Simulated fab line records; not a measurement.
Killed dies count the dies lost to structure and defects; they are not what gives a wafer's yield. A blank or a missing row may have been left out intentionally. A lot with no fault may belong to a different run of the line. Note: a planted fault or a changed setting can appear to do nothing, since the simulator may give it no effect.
What tool caused it? | flow nand harc | 42 wafers from 14 lots sampled at 6 of the route's 1302 steps

WHAT THE GAUGES SHOWED, per wafer
NHARC_A_SOURCE_PLATE_THK_MEAS_09: measures by ellipsometry. Usual: thk nm 9.7 nm, standard deviation 0.95.
lot  | measured     | on            | thk nm (nm)   | flag
L224 | day 7 02:04  | film metro-01 | 9.0 9.9 8.8   |
L225 | day 7 15:09  | film metro-01 | 9.4 8.8 9.9   |
L227 | day 8 10:46  | film metro-02 | 10.1 9.1 9.9  |
L228 | day 8 22:38  | film metro-01 | 10.1 10.4 9.7 |
L232 | day 10 20:42 | film metro-02 | 11.5 9.3 9.7  |
L233 | day 11 03:59 | film metro-02 | 9.0 9.9 10.8  |
L234 | day 11 17:14 | film metro-02 | 10.6 9.9 10.1 |
L236 | day 12 04:36 | film metro-01 | 10.2 11.3 8.7 |
L241 | day 14 10:04 | film metro-01 | 9.6 10.0 11.2 |
L242 | day 14 14:30 | film metro-01 | 10.9 10.2 9.6 |
L243 | day 15 02:02 | film metro-02 | 8.1 10.7 8.0  |
L245 | day 15 19:43 | film metro-02 | 10.3 10.4 7.7 |
L244 | day 15 23:26 | film metro-01 | 7.8 9.8 9.9   |
L246 | day 16 10:43 | film metro-01 | 10.3 10.8 9.2 |

NHARC_A_ONON_D1_THK_MEAS_18: measures by ellipsometry. Usual: thk nm 1003 nm, standard deviation 12.
lot  | measured     | on            | thk nm (nm)    | flag
L224 | day 8 02:51  | film metro-01 | 1018 1017 1016 |
L225 | day 8 18:01  | film metro-01 | 995 993 993    |
L227 | day 9 10:52  | film metro-01 | 1013 1012 1012 |
L228 | day 9 21:50  | film metro-01 | 1001 1002 1002 |
L232 | day 11 19:50 | film metro-01 | 1019 1020 1021 |
L233 | day 12 03:20 | film metro-02 | 641 640 638    | OFF
L234 | day 12 18:00 | film metro-02 | 629 631 630    | OFF
L236 | day 13 08:22 | film metro-01 | 989 988 990    |
L241 | day 15 09:35 | film metro-02 | 1004 1004 1003 |
L242 | day 15 13:55 | film metro-02 | 998 998 999    |
L243 | day 16 05:32 | film metro-02 | 1006 1007 1004 |
L245 | day 16 19:21 | film metro-01 | 1017 1017 1018 |
L244 | day 16 23:13 | film metro-01 | 1002 1005 1003 |
L246 | day 17 10:28 | film metro-02 | 996 996 996    |

NHARC_A_ONON_D1_INSPECT_32. Usual: raw defect count 66, standard deviation 21.
lot  | measured     | on                | raw defect count | flag
L224 | day 8 05:41  | defect inspect-02 | 91 130 69        |
L225 | day 8 20:50  | defect inspect-01 | 64 40 24         |
L227 | day 9 13:42  | defect inspect-02 | 82 77 84         |
L228 | day 10 00:38 | defect inspect-01 | 66 87 75         |
L232 | day 11 22:38 | defect inspect-02 | 67 56 86         |
L233 | day 12 06:10 | defect inspect-02 | 70 76 86         |
L234 | day 12 20:52 | defect inspect-02 | 39 99 45         |
L236 | day 13 11:12 | defect inspect-02 | 59 73 53         |
L241 | day 15 12:28 | defect inspect-02 | 50 53 31         |
L242 | day 15 16:44 | defect inspect-01 | 64 119 50        |
L243 | day 16 08:20 | defect inspect-01 | 63 52 49         |
L245 | day 16 22:09 | defect inspect-02 | 46 55 50         |
L244 | day 17 02:01 | defect inspect-02 | 71 50 65         |
L246 | day 17 13:17 | defect inspect-02 | 55 62 54         |

NHARC_END_SORT_01. Usual: killed at array 52, standard deviation 17; killed at other 0.9, standard deviation 1.2; killed at periphery 3.9, standard deviation 2.7; killed dies 57, standard deviation 16; killed open 3.3, standard deviation 1.9; killed short 2.5, standard deviation 1.5.
lot  | measured     | on        | killed at array | killed at other | killed at periphery | killed dies | killed open | killed short | flag
L233 | day 28 06:49 | prober-02 | 668 670 670     | 3 2 2           | 6 5 5               | 677 677 677 | 3 4 3       | 2 1 2        | OFF
L234 | day 29 00:11 | prober-02 | 669 670 673     | 1 0 0           | 7 7 4               | 677 677 677 | 3 2 4       | 2 1 2        | OFF

WHICH TOOL RAN EACH LOT (tool, then ch and the chambers of the sampled wafers, then the start)
lot  | NHARC_P_BONDPAD_ANNEAL_28        | NHARC_A_ONON_D1_DEP_16
L224 | rtp anneal-02 ch 0, day 6 13:44  | pecvd onon-03 ch 0, day 8 02:24
L225 | rtp anneal-02 ch 0, day 7 02:49  | pecvd onon-03 ch 0, day 8 17:34
L227 | rtp anneal-01 ch 0, day 7 22:26  | pecvd onon-03 ch 0, day 9 10:24
L228 | rtp anneal-02 ch 0, day 8 11:43  | pecvd onon-03 ch 0, day 9 21:23
L232 | rtp anneal-02 ch 0, day 10 06:50 | pecvd onon-04 ch 0, day 11 19:23
L233 | rtp anneal-01 ch 0, day 10 16:56 | pecvd onon-03 ch 0, day 12 02:50
L234 | rtp anneal-01 ch 0, day 11 09:07 | pecvd onon-03 ch 0, day 12 17:40
L236 | rtp anneal-01 ch 0, day 11 17:50 | pecvd onon-04 ch 0, day 13 07:55
L241 | rtp anneal-02 ch 0, day 13 22:23 | pecvd onon-02 ch 0, day 15 09:08
L242 | rtp anneal-02 ch 0, day 14 03:12 | pecvd onon-03 ch 0, day 15 13:24
L243 | rtp anneal-01 ch 0, day 14 13:59 | pecvd onon-03 ch 0, day 16 05:05
L245 | rtp anneal-01 ch 0, day 15 08:51 | pecvd onon-03 ch 0, day 16 18:50
L244 | rtp anneal-02 ch 0, day 15 12:11 | pecvd onon-03 ch 0, day 16 22:42
L246 | rtp anneal-02 ch 0, day 15 23:30 | pecvd onon-03 ch 0, day 17 09:57
- NHARC_P_BONDPAD_ANNEAL_28: time 90 s.
- NHARC_A_ONON_D1_DEP_16: target thk 1000 nm.

WHAT THE TOOLS THEMSELVES READ (means of the sampled wafers that have a number; where no wafer has one, the mark that the record gives instead)
NHARC_P_BONDPAD_ANNEAL_28. Usual: wafer_temp_C_max 226.3, standard deviation 0.33.
lot  | tool          | wafer_temp_C_max | flag
L224 | rtp anneal-02 | 226.8            |
L225 | rtp anneal-02 | 226.5            |
L227 | rtp anneal-01 | 226.0            |
L228 | rtp anneal-02 | 226.3            |
L232 | rtp anneal-02 | 226.5            |
L233 | rtp anneal-01 | 225.9            |
L234 | rtp anneal-01 | 226.1            |
L236 | rtp anneal-01 | 226.1            |
L241 | rtp anneal-02 | 226.8            |
L242 | rtp anneal-02 | 227.0            |
L243 | rtp anneal-01 | 225.9            |
L245 | rtp anneal-01 | 226.4            |
L244 | rtp anneal-02 | 226.4            |
L246 | rtp anneal-02 | 226.3            |

NHARC_A_ONON_D1_DEP_16. Usual: n2 flow sccm 2750 sccm, standard deviation 7.8.
lot  | tool          | n2 flow sccm (sccm) | flag
L224 | pecvd onon-03 | 2755                |
L225 | pecvd onon-03 | 2757                |
L227 | pecvd onon-03 | 2751                |
L228 | pecvd onon-03 | 2747                |
L232 | pecvd onon-04 | 2746                |
L233 | pecvd onon-03 | 2744                |
L234 | pecvd onon-03 | 2755                |
L236 | pecvd onon-04 | 2752                |
L241 | pecvd onon-02 | 2744                |
L242 | pecvd onon-03 | 2760                |
L243 | pecvd onon-03 | 2760                |
L245 | pecvd onon-03 | 2742                |
L244 | pecvd onon-03 | 2745                |
L246 | pecvd onon-03 | 2756                |

THE ANSWER, worked out from the rows above alone
Rule: a lot counts as off when the mean over its wafers that have a number is more than 3 standard deviations away from the usual mean. Also off: a lot with no number at a reading for which 4 or more lots have one. Where the step has rows for the other lots, those lots are counted as sound. After the gauges, taken in route order, come the tools' own readings; for these a lot's mean is taken, as printed above. The first step at which some lot is off is used, and at that step the reading that is off furthest; a lot without a number counts as furthest.
Off at NHARC_A_ONON_D1_THK_MEAS_18 (thk nm): L233, L234.
If a tool, at a process step before that reading, ran all the lots that are off and no sound lot after the first of them, it fits. The gauges at NHARC_A_ONON_D1_THK_MEAS_18 aren't tried: what is off there is off at NHARC_END_SORT_01 too, on other tools, and a gauge's error can't cause that. No candidate that was tried fits.

WHAT WAS PUT IN BY THE SIMULATOR
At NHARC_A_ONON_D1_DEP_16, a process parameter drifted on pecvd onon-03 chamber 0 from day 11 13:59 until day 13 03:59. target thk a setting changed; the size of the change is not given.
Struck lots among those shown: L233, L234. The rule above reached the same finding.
